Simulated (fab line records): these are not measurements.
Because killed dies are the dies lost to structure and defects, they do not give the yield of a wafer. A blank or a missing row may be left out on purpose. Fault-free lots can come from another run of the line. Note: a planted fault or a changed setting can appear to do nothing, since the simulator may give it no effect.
Matching of chambers :: flow nand harc :: NHARC_P_M2_DESCUM_14 on rie diel-10 has 4 sister chambers
The step chemistry O2, time 3 s. 4 wafers are shown with their chamber, then 8 later ones without.

EACH WAFER AND ITS CHAMBER
wafer: L080.3
chamber: 1
drypump motor current A (A): 5.9

wafer: L080.1
chamber: 2
drypump motor current A (A): 5.8

wafer: L080.6
chamber: 0
drypump motor current A (A): 6.4

wafer: L090.1
chamber: 3
drypump motor current A (A): 5.5

WAFERS MISSING THEIR CHAMBER
wafer: L090.5
drypump motor current A (A): 5.5

wafer: L090.6
drypump motor current A (A): 6.4

wafer: L092.1
drypump motor current A (A): 6.4

wafer: L092.2
drypump motor current A (A): 5.8

wafer: L092.5
drypump motor current A (A): 5.7

wafer: L092.3
drypump motor current A (A): 5.5

wafer: L092.4
drypump motor current A (A): 5.7

wafer: L092.6
drypump motor current A (A): 5.9

THE CHAMBER EACH PASSED THROUGH
wafer: L090.5
from the rows above: 3
in truth: 3

wafer: L090.6
from the rows above: 0
in truth: 0

wafer: L092.1
from the rows above: 0
in truth: 0

wafer: L092.2
from the rows above: 2
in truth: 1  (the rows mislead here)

wafer: L092.5
from the rows above: 2
in truth: 2

wafer: L092.3
from the rows above: 3
in truth: 3

wafer: L092.4
from the rows above: 2
in truth: 2

wafer: L092.6
from the rows above: 1
in truth: 1
Placed correctly: 7 of 8. Not placeable from these rows: 0. Wrongly placed: 1.
How it was worked out, from the rows above alone: a wafer's distance from a chamber is the root of the sum, over the readings, of the square of ((its reading less the chamber's mean) divided by the reading's scatter). If the next closest chamber is less than 2 further off than the closest, the wafer can't be placed; otherwise it belongs to the closest. A chamber's mean is the mean of its shown wafers. The scatter: with one shown wafer a chamber, the root of the mean of the squares of how far each hidden wafer lies from its nearest shown one.
